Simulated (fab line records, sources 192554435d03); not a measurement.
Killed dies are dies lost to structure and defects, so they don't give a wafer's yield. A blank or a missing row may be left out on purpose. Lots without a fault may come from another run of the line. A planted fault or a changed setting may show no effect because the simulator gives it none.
fab line records | flow n5_finfet | part 1 of 2: steps 1 to 4 of 6
record lots=22 wafers=66 last_day=19
route steps=1938 shown BEOL_M0_SAQP@669 BEOL_M0@729
lots that met no fault: from a run of the same line without faults
start_h: hours from the record's first day to the start of the lot's first wafer shown | wait_h: hours since the lot's step before | " the same as in the row above | L1.1+2: a row that stands for several wafers | - no value, or no start given | * or withheld: withheld | < > ~ a bound
route shown NAME@n: a module of which the file shows steps, and the number in the route of the first | usual: mean/standard deviation of fault-free wafers | same: alike in all rows | chamber/n: place in a boat | sites: the reading at each site | _std_site: their standard deviation | _edge_site: outer sites' mean less inner sites' | radius_mm: how far each site lies from the wafer's centre | mask NAME#n: copy n | behind: the tool/chamber that last shaped the wafer | hold: why the lot was held/for how many hours/how that ended | device: the transistor (n, p or np) that didn't switch | end of line: the same wafers' tests at the end of the route | a step without rows: its recipe alone | killed: dies lost to structure and defects at the first sort, not the wafer's yield | map: a wafer's dies, x killed, . not, _ none there
set.NAME: the setting as run; set.NAME@STEP: as run at that earlier step | model.NAME: the simulator's own value behind a step, which no gauge read
steps of the route over a sample of lots; a table a step, a row a wafer
services: from which hour (start_h, from the record's first day; less than 0 if before it) a tool's chamber was out of use, for how many hours, and why
## steps
# step N5_BEOL_M0_SAQP_MANDREL_ETCH_103
# recipe chemistry=HBr/Cl2 target=a-Si target_depth_a=450 bt_time_s=10 stop_on=SiCN mask_material=SiO2 over_etch_frac=0.8 time_s=27 pressure_mtorr=10 icp_w=800 bias_w=75 HBr_flow_sccm=150 Cl2_flow_sccm=80 ends=end_point
# usual drypump_motor_current_A=5.7/0.47 oes_product_au=0.680/0.012 throttle_valve_pct=35.38/0.2
# columns lot.wafer tool chamber start_h wait_h drypump_motor_current_A oes_product_au rf_hours_counter_h throttle_valve_pct
L074.1 rie_si-03 2 111.68 0.0 4.7 0.680 106 35.41
L074.2 " 1 " " 6.0 0.685 146 35.65
L074.3 " 3 " " 5.7 0.686 27 35.19
L075.1 rie_si-03 1 119.21 0.0 6.0 0.689 146 35.64
L075.2 " 2 " " 4.7 0.670 106 35.42
L075.5 " 0 " " 6.0 0.653 - 35.41
L076.1 rie_si-02 0 123.52 0.0 6.5 0.675 5 34.90
L076.2 " 2 " " 5.5 0.689 37 35.57
L076.5 " 1 " " 6.2 0.700 - 35.46
L077.1 rie_si-03 3 126.47 0.0 5.7 0.691 28 35.19
L077.2 " 2 " " 4.7 0.686 106 35.39
L077.5 " 0 " " 6.0 0.682 - 35.38
L078.1 rie_si-03 2 134.31 0.0 4.7 0.675 106 35.43
L078.3 " 3 " " 5.7 0.680 28 35.22
L078.6 " 2 " " 4.7 0.680 - 35.40
L079.2 rie_si-04 2 140.10 0.0 5.9 0.669 114 35.16
L079.3 " 3 " " 5.6 0.688 183 35.35
L079.6 " 3 " " 5.6 0.688 - 35.34
L080.1 rie_si-03 1 146.07 0.0 6.0 0.697 146 35.62
L080.2 " 0 " " 6.0 0.660 3 35.40
L080.6 " 1 " " 6.0 0.693 - 35.64
L082.1 rie_si-04 1 157.06 0.0 5.9 0.678 162 35.34
L082.2 " 3 " " 5.7 0.667 183 35.37
L082.5 " 1 " " 5.9 0.673 - 35.34
L083.1 rie_si-04 1 164.00 0.0 5.9 0.673 162 35.35
L083.4 " 2 " " 5.9 0.655 114 35.17
L083.6 " 3 " " 5.7 0.679 - 35.36
L084.4 rie_si-02 0 168.13 0.0 6.5 0.692 6 34.88
L084.5 " 0 " " 6.5 0.671 - 34.90
L084.6 " 1 " " 6.2 0.692 - 35.43
L085.2 rie_si-04 3 172.10 0.0 5.6 0.678 184 35.36
L085.4 " 0 " " 5.3 0.684 174 35.47
L085.5 " 0 " " 5.3 0.687 - 35.46
L086.1 rie_si-03 1 193.30 0.0 6.0 0.683 147 35.62
L086.2 " 2 " " 4.7 0.683 107 35.40
L086.6 " 1 " " 6.0 0.703 - 35.63
L087.4 rie_si-02 1 194.19 0.0 6.2 0.684 83 35.49
L087.5 " 1 " " 6.2 0.696 - 35.45
L087.6 " 2 " " 5.5 0.685 - 35.55
L088.1 rie_si-03 0 204.36 0.0 6.0 0.659 4 35.41
L088.3 " 2 " " 4.7 0.685 107 35.42
L088.5 " 1 " " 6.0 0.690 - 35.63
L090.1 rie_si-04 0 207.18 0.0 5.3 0.688 174 35.48
L090.2 " 1 " " 5.9 0.669 163 35.35
L090.5 " 2 " " 5.9 0.670 - 35.16
L091.2 rie_si-03 0 212.38 0.0 6.0 0.649 4 35.44
L091.3 " 1 " " 6.0 0.686 148 35.65
L091.4 " 2 " " 4.7 0.694 108 35.41
L092.1 rie_si-03 2 218.91 0.0 4.7 0.692 108 35.40
L092.2 " 0 " " 6.0 0.664 4 35.44
L092.6 " 2 " " 4.7 0.680 - 35.40
L093.3 rie_si-04 0 229.51 0.0 5.3 0.690 175 35.48
L093.5 " 1 " " 5.9 0.676 - 35.34
L093.6 " 2 " " 5.8 0.659 - 35.18
L094.1 rie_si-04 3 233.84 0.0 5.6 0.676 185 35.36
L094.4 " 2 " " 5.9 0.666 115 35.17
L094.5 " 2 " " 5.9 0.680 - 35.15
L095.2 rie_si-02 2 243.00 0.0 5.5 0.699 39 35.55
L095.3 " 3 " " 5.1 0.686 34 35.71
L095.6 " 0 " " 6.5 0.680 - 34.86
L096.2 rie_si-03 0 245.39 0.0 6.0 0.664 5 35.40
L096.5 " 1 " " 6.0 0.693 - 35.62
L096.6 " 0 " " 6.0 0.668 - 35.37
L097.1 rie_si-03 2 248.51 0.0 4.7 0.690 108 35.39
L097.3 " 3 " " 5.7 0.692 30 35.21
L097.6 " 1 " " 6.0 0.703 - 35.61
# step N5_BEOL_M0_SAQP_ETCH_106
# recipe chemistry=N2/H2 target=SOC target_depth_a=1500 stop_on=SiNx ion_energy_ev=100 bias_w=61 pressure_mtorr=30 source_w=850 n2_flow_sccm=200 h2_flow_sccm=200
# usual drypump_motor_current_A=5.6/0.5 oes_product_au=0.77/0.072 rf_vpp_V=241.0/1 showerhead_plenum_p_Torr=2.57/0.058 throttle_valve_pct=17.90/0.19
# columns lot.wafer tool chamber start_h wait_h drypump_motor_current_A oes_product_au rf_hours_counter_h rf_vpp_V showerhead_plenum_p_Torr throttle_valve_pct
L074.1 rie_diel-02 3 112.21 - 4.9 0.76 148 242.1 2.67 17.75
L074.2 " 0 " " 5.3 0.71 184 241.5 2.53 18.19
L074.3 " 1 " " 5.7 0.79 121 240.2 2.56 17.85
L075.1 rie_diel-06 2 119.74 - 5.8 0.76 144 240.8 2.54 18.12
L075.2 " 0 " " 4.9 0.70 212 240.4 2.53 17.63
L075.5 " 0 " " 4.9 0.70 - 240.0 2.53 17.63
L076.1 rie_diel-02 1 124.05 - 5.7 0.79 124 241.9 2.56 17.86
L076.2 " 2 " " 6.4 0.68 247 241.8 2.61 18.04
L076.5 " 3 " " 4.9 0.76 - 241.2 2.67 17.75
L077.1 rie_diel-04 0 127.00 - 5.2 0.81 75 240.8 2.57 17.67
L077.2 " 3 " " 5.3 0.84 41 241.1 2.59 17.71
L077.5 " 3 " " 5.3 0.85 - 241.5 2.59 17.70
L078.1 rie_diel-06 3 134.83 - 6.2 0.68 250 239.5 2.52 18.14
L078.3 " 2 " " 5.8 0.75 148 240.8 2.54 18.11
L078.6 " 2 " " 5.8 0.76 - 241.2 2.54 18.11
L079.2 rie_diel-02 3 140.64 - 5.0 0.75 156 240.9 2.67 17.76
L079.3 " 0 " " 5.3 0.70 193 238.7 2.53 18.20
L079.6 " 3 " " 5.0 0.75 - 242.4 2.67 17.77
L080.1 rie_diel-06 0 146.60 - 4.9 0.69 221 240.0 2.52 17.62
L080.2 " 1 " " 5.5 0.75 164 241.9 2.64 18.00
L080.6 " 0 " " 4.9 0.69 - 241.2 2.52 17.63
L082.1 rie_diel-06 2 157.60 - 5.8 0.75 155 241.3 2.54 18.11
L082.2 " 0 " " 4.9 0.69 224 240.0 2.52 17.64
L082.5 " 1 " " 5.5 0.75 - 241.5 2.64 18.00
L083.1 rie_diel-04 1 164.53 - 6.1 0.75 160 241.3 2.65 17.82
L083.4 " 3 " " 5.3 0.85 45 240.1 2.59 17.70
L083.6 " 1 " " 6.1 0.75 - 242.5 2.65 17.81
L084.4 rie_diel-02 2 168.66 - 6.4 0.96 3 242.0 2.60 17.68
L084.5 " 3 " " 5.0 0.74 - 243.0 2.66 17.78
L084.6 " 0 " " 5.3 0.70 - 240.8 2.53 18.22
L085.2 rie_diel-04 0 172.63 - 5.1 0.79 91 241.1 2.56 17.68
L085.4 " 2 " " 5.0 0.86 68 240.6 2.46 17.83
L085.5 " 2 " " 5.0 0.85 - 240.5 2.46 17.84
L086.1 rie_diel-06 3 193.91 - 6.3 0.93 7 240.5 2.51 17.79
L086.2 " 2 " " 5.8 0.75 164 240.3 2.53 18.15
L086.6 " 1 " " 5.5 0.74 - 241.7 2.63 18.02
L087.4 rie_diel-04 3 194.72 - 5.3 0.83 55 240.9 2.58 17.71
L087.5 " 3 " " 5.3 0.82 - 240.4 2.58 17.72
L087.6 " 0 " " 5.1 0.79 - 242.0 2.56 17.71
L088.1 rie_diel-02 2 204.89 - 6.3 0.93 13 243.0 2.60 17.69
L088.3 " 1 " " 5.7 0.77 148 239.5 2.55 17.90
L088.5 " 3 " " 5.0 0.73 - 241.2 2.66 17.80
L090.1 rie_diel-02 3 207.71 - 5.0 0.74 176 241.6 2.66 17.80
L090.2 " 1 " " 5.7 0.77 149 240.6 2.55 17.90
L090.5 " 3 " " 5.0 0.73 - 242.6 2.66 17.78
L091.2 rie_diel-02 3 212.91 - 5.0 0.73 178 240.2 2.66 17.80
L091.3 " 2 " " 6.4 0.91 16 241.0 2.60 17.69
L091.4 " 0 " " 5.3 0.68 215 241.3 2.52 18.23
L092.1 rie_diel-06 2 219.44 - 5.8 0.74 172 238.6 2.53 18.16
L092.2 " 0 " " 4.9 0.68 242 240.0 2.51 17.67
L092.6 " 2 " " 5.8 0.74 - 241.0 2.53 18.15
L093.3 rie_diel-06 2 230.04 - 5.8 0.74 176 240.2 2.53 18.16
L093.5 " 3 " " 6.3 0.89 - 240.6 2.51 17.79
L093.6 " 0 " " 4.9 0.68 - 239.3 2.51 17.68
L094.1 rie_diel-02 0 234.37 - 5.3 0.68 220 240.4 2.52 18.25
L094.4 " 2 " " 6.4 0.90 23 241.0 2.59 17.71
L094.5 " 2 " " 6.3 0.90 - 241.4 2.59 17.71
L095.2 rie_diel-02 2 243.63 - 6.4 0.89 27 241.5 2.59 17.72
L095.3 " 3 " " 5.0 0.73 187 241.7 2.65 17.81
L095.6 " 1 " " 5.7 0.77 - 241.9 2.55 17.93
L096.2 rie_diel-06 3 245.98 - 6.3 0.88 23 239.9 2.51 17.79
L096.5 " 3 " " 6.3 0.88 - 240.6 2.51 17.82
L096.6 " 2 " " 5.8 0.73 - 240.5 2.52 18.15
L097.1 rie_diel-06 3 249.04 - 6.3 0.88 24 239.4 2.51 17.80
L097.3 " 1 " " 5.5 0.72 194 243.7 2.63 18.04
L097.6 " 1 " " 5.5 0.73 - 242.5 2.63 18.06
# step N5_BEOL_M0_SAQP_MANDREL2_REMOVE_110
# recipe chemistry=HBr/Cl2/O2 bt_time_s=10 target=a-Si stop_on=SiCN endpoint=OES-SiCl over_etch_frac=1 icp_w=600 bias_w=30 HBr_flow_sccm=150 Cl2_flow_sccm=80 O2_flow_sccm=5 pressure_mtorr=10
# usual drypump_motor_current_A=5.7/0.45 oes_product_au=0.994/0.012 throttle_valve_pct=36.65/0.21
# columns lot.wafer tool chamber start_h wait_h drypump_motor_current_A oes_product_au rf_hours_counter_h throttle_valve_pct
L074.1 rie_si-04 3 113.15 0.1 5.6 0.993 183 36.63
L074.2 " 2 " " 5.9 0.979 113 36.45
L074.3 " 0 " " 5.3 0.989 173 36.75
L075.1 rie_si-03 1 120.69 0.1 6.0 1.010 146 36.91
L075.2 " 3 " " 5.7 1.022 28 36.46
L075.5 " 1 " " 6.0 1.001 - 36.91
L076.1 rie_si-04 0 125.12 0.1 5.3 0.992 173 36.77
L076.2 " 3 " " 5.6 0.988 183 36.61
L076.5 " 3 " " 5.6 0.985 - 36.63
L077.1 rie_si-04 2 127.94 0.1 5.9 0.980 113 36.43
L077.2 " 3 " " 5.6 0.998 183 36.62
L077.5 " 3 " " 5.6 0.991 - 36.62
L078.1 rie_si-04 2 135.88 0.1 5.9 0.981 114 36.42
L078.3 " 1 " " 5.9 0.989 162 36.61
L078.6 " 2 " " 5.9 0.988 - 36.42
L079.2 rie_si-02 2 141.58 0.1 5.5 0.994 38 36.82
L079.3 " 1 " " 6.2 1.013 82 36.72
L079.6 " 3 " " 5.1 1.007 - 36.99
L080.1 rie_si-02 1 148.51 0.1 6.2 1.016 83 36.75
L080.2 " 0 " " 6.6 0.985 5 36.14
L080.6 " 1 " " 6.2 1.017 - 36.72
L082.1 rie_si-04 2 159.88 0.1 5.9 0.980 114 36.43
L082.2 " 1 " " 5.9 0.978 162 36.60
L082.5 " 3 " " 5.7 1.004 - 36.64
L083.1 rie_si-04 0 165.81 0.1 5.3 0.987 174 36.76
L083.4 " 1 " " 5.9 0.985 162 36.59
L083.6 " 0 " " 5.3 0.992 - 36.76
L084.4 rie_si-03 3 169.81 0.1 5.7 1.005 28 36.47
L084.5 " 1 " " 6.0 0.988 - 36.91
L084.6 " 0 " " 6.0 0.975 - 36.67
L085.2 rie_si-02 3 173.64 0.1 5.1 0.998 32 36.98
L085.4 " 1 " " 6.2 1.000 83 36.72
L085.5 " 2 " " 5.5 1.002 - 36.84
L086.1 rie_si-03 2 194.86 0.1 4.7 1.007 107 36.66
L086.2 " 0 " " 6.0 0.969 4 36.68
L086.6 " 3 " " 5.7 1.020 - 36.48
L087.4 rie_si-04 2 195.66 0.1 5.9 0.980 115 36.42
L087.5 " 0 " " 5.3 0.997 - 36.75
L087.6 " 1 " " 5.9 0.980 - 36.60
L088.1 rie_si-02 0 206.02 0.1 6.5 0.982 7 36.15
L088.3 " 1 " " 6.2 1.011 84 36.73
L088.5 " 3 " " 5.1 1.001 - 36.98
L090.1 rie_si-03 1 208.65 0.1 6.0 1.008 147 36.89
L090.2 " 2 " " 4.7 1.011 107 36.65
L090.5 " 3 " " 5.7 1.007 - 36.45
L091.2 rie_si-04 3 213.86 0.1 5.7 1.004 184 36.61
L091.3 " 2 " " 5.9 0.984 115 36.43
L091.4 " 1 " " 5.9 0.991 163 36.60
L092.1 rie_si-04 1 221.53 0.1 5.9 0.989 163 36.61
L092.2 " 2 " " 5.9 0.993 115 36.44
L092.6 " 3 " " 5.6 1.007 - 36.62
L093.3 rie_si-04 0 231.31 0.1 5.3 0.998 175 36.77
L093.5 " 2 " " 5.9 0.988 - 36.43
L093.6 " 3 " " 5.6 0.991 - 36.64
L094.1 rie_si-02 0 235.31 0.1 6.5 0.985 7 36.14
L094.4 " 3 " " 5.1 1.000 - 37.01
L094.5 " 1 " " 6.2 1.002 - 36.73
L095.2 rie_si-03 0 244.98 0.1 6.0 0.972 5 36.67
L095.3 " 3 " " 5.7 1.004 30 36.48
L095.6 " 2 " " 4.7 1.011 - 36.66
L096.2 rie_si-03 3 247.11 0.1 5.7 1.010 30 36.46
L096.5 " 2 " " 4.7 0.993 - 36.64
L096.6 " 1 " " 6.0 1.008 - 36.90
L097.1 rie_si-04 0 250.17 0.1 5.3 0.990 175 36.77
L097.3 " 2 " " 5.9 0.978 116 36.45
L097.6 " 2 " " 5.9 0.982 - 36.44
# step N5_BEOL_M0_SAQP_ETCH_88
# recipe chemistry=N2/H2 target=underlayer target_depth_a=65 time_s=5.2 ion_energy_ev=200 mask_material=CAR-EUV pressure_mtorr=30 source_w=840 bias_w=150 n2_flow_sccm=200 h2_flow_sccm=200 ends=cleared
# usual drypump_motor_current_A=5.5/0.5 etch_rf_on_time_s=5.20/0.1 oes_product_au=0.68/0.064 rf_vpp_V=524.7/2 showerhead_plenum_p_Torr=2.57/0.061 throttle_valve_pct=17.88/0.17
# columns lot.wafer tool chamber start_h wait_h drypump_motor_current_A etch_rf_on_time_s oes_product_au rf_hours_counter_h rf_vpp_V showerhead_plenum_p_Torr throttle_valve_pct
L074.1 rie_diel-04 2 113.85 0.0 5.0 5.14 0.76 49 522.8 2.47 17.83
L074.2 " 3 " " 5.3 5.25 0.72 37 522.9 2.59 17.71
L074.3 " 0 " " 5.2 5.13 0.70 71 524.0 2.57 17.70
L075.1 rie_diel-06 3 121.40 0.0 6.2 5.18 0.58 245 522.3 2.52 18.16
L075.2 " 0 " " 4.9 5.29 0.59 213 523.8 2.53 17.64
L075.5 " 3 " " 6.2 5.17 0.58 - 524.7 2.52 18.18
L076.1 rie_diel-04 3 125.92 0.0 5.3 5.22 0.73 41 526.8 2.59 17.70
L076.2 " 2 " " 4.9 5.12 0.76 53 519.9 2.46 17.85
L076.5 " 0 " " 5.1 5.11 0.69 - 526.4 2.57 17.70
L077.1 rie_diel-04 2 128.51 0.0 5.0 5.12 0.75 53 522.3 2.46 17.86
L077.2 " 0 " " 5.1 5.06 0.69 75 523.6 2.57 17.71
L077.5 " 1 " " 6.2 5.13 0.67 - 528.6 2.65 17.83
L078.1 rie_diel-02 3 136.58 0.0 5.0 5.23 0.65 155 528.6 2.67 17.82
L078.3 " 0 " " 5.3 5.38 0.60 191 523.1 2.53 18.24
L078.6 " 3 " " 5.0 5.21 0.65 - 525.9 2.67 17.77
L079.2 rie_diel-02 1 142.16 0.0 5.7 5.19 0.68 130 525.3 2.56 17.92
L079.3 " 0 " " 5.3 5.40 0.61 193 522.2 2.53 18.22
L079.6 " 0 " " 5.3 5.41 0.60 - 525.3 2.53 18.25
L080.1 rie_diel-04 2 149.43 0.0 5.0 5.14 0.73 61 521.7 2.46 17.85
L080.2 " 0 " " 5.1 5.12 0.69 83 525.8 2.56 17.72
L080.6 " 1 " " 6.2 5.23 0.64 - 526.8 2.65 17.83
L082.1 rie_diel-02 2 160.58 0.0 6.4 5.15 0.85 1 525.4 2.61 17.72
L082.2 " 1 " " 5.7 5.26 0.68 137 523.4 2.56 17.89
L082.5 " 1 " " 5.7 5.17 0.68 - 524.6 2.56 17.93
L083.1 rie_diel-04 2 166.74 0.0 5.0 5.12 0.73 67 520.2 2.46 17.87
L083.4 " 0 " " 5.1 5.10 0.69 89 524.7 2.56 17.73
L083.6 " 2 " " 5.0 5.08 0.75 - 521.7 2.46 17.87
L084.4 rie_diel-04 0 170.44 0.0 5.1 5.07 0.69 90 522.3 2.56 17.72
L084.5 " 0 " " 5.1 5.02 0.69 - 524.0 2.56 17.76
L084.6 " 3 " " 5.4 5.14 0.73 - 526.8 2.58 17.74
L085.2 rie_diel-02 1 174.23 0.0 5.7 5.28 0.68 140 524.3 2.56 17.92
L085.4 " 0 " " 5.3 5.43 0.60 203 522.0 2.53 18.27
L085.5 " 2 " " 6.4 5.15 0.82 - 525.0 2.60 17.74
L086.1 rie_diel-02 1 195.56 0.0 5.7 5.25 0.66 145 522.7 2.55 17.94
L086.2 " 0 " " 5.3 5.47 0.60 209 523.8 2.52 18.28
L086.6 " 2 " " 6.4 5.20 0.80 - 528.0 2.60 17.71
L087.4 rie_diel-04 0 196.50 0.0 5.1 5.00 0.68 96 526.7 2.56 17.74
L087.5 " 3 " " 5.3 5.15 0.72 - 524.3 2.58 17.76
L087.6 " 2 " " 5.0 5.11 0.73 - 524.1 2.46 17.89
L088.1 rie_diel-02 0 206.68 0.0 5.3 5.45 0.59 213 524.0 2.52 18.28
L088.3 " 2 " " 6.4 5.16 0.81 14 526.9 2.60 17.72
L088.5 " 1 " " 5.7 5.30 0.66 - 524.1 2.55 17.93
L090.1 rie_diel-02 2 209.98 0.0 6.4 5.14 0.78 15 525.6 2.60 17.74
L090.2 " 3 " " 5.0 5.27 0.63 177 528.8 2.66 17.85
L090.5 " 3 " " 5.0 5.31 0.63 - 525.1 2.66 17.86
L091.2 rie_diel-02 2 214.43 0.0 6.3 5.18 0.78 16 527.8 2.60 17.75
L091.3 " 3 " " 5.0 5.34 0.63 178 527.1 2.66 17.85
L091.4 " 1 " " 5.7 5.22 0.66 152 523.4 2.55 17.94
L092.1 rie_diel-02 1 222.22 0.0 5.8 5.22 0.65 153 525.1 2.55 17.91
L092.2 " 0 " " 5.3 5.36 0.58 217 521.5 2.52 18.28
L092.6 " 2 " " 6.3 5.16 0.80 - 526.5 2.60 17.73
L093.3 rie_diel-02 1 231.88 0.0 5.7 5.23 0.67 156 524.5 2.55 17.93
L093.5 " 3 " " 5.0 5.32 0.62 - 528.2 2.66 17.84
L093.6 " 0 " " 5.3 5.50 0.58 - 522.0 2.52 18.28
L094.1 rie_diel-04 2 236.02 0.0 5.0 5.11 0.72 89 520.4 2.45 17.91
L094.4 " 0 " " 5.1 5.14 0.67 109 520.8 2.55 17.76
L094.5 " 1 " " 6.1 5.14 0.63 - 524.5 2.64 17.89
L095.2 rie_diel-06 3 245.75 0.0 6.3 5.06 0.76 23 524.0 2.51 17.84
L095.3 " 1 " " 5.5 5.11 0.63 193 524.8 2.63 18.08
L095.6 " 3 " " 6.3 5.02 0.77 - 522.1 2.51 17.85
L096.2 rie_diel-04 3 247.68 0.0 5.3 5.23 0.69 72 524.5 2.57 17.79
L096.5 " 2 " " 5.0 5.17 0.70 - 522.7 2.45 17.92
L096.6 " 1 " " 6.1 5.17 0.64 - 526.8 2.64 17.90
L097.1 rie_diel-04 2 250.74 0.0 4.9 5.10 0.71 95 522.9 2.45 17.91
L097.3 " 1 " " 6.1 5.15 0.63 189 525.6 2.64 17.87
L097.6 " 0 " " 5.1 5.08 0.67 - 526.7 2.55 17.78
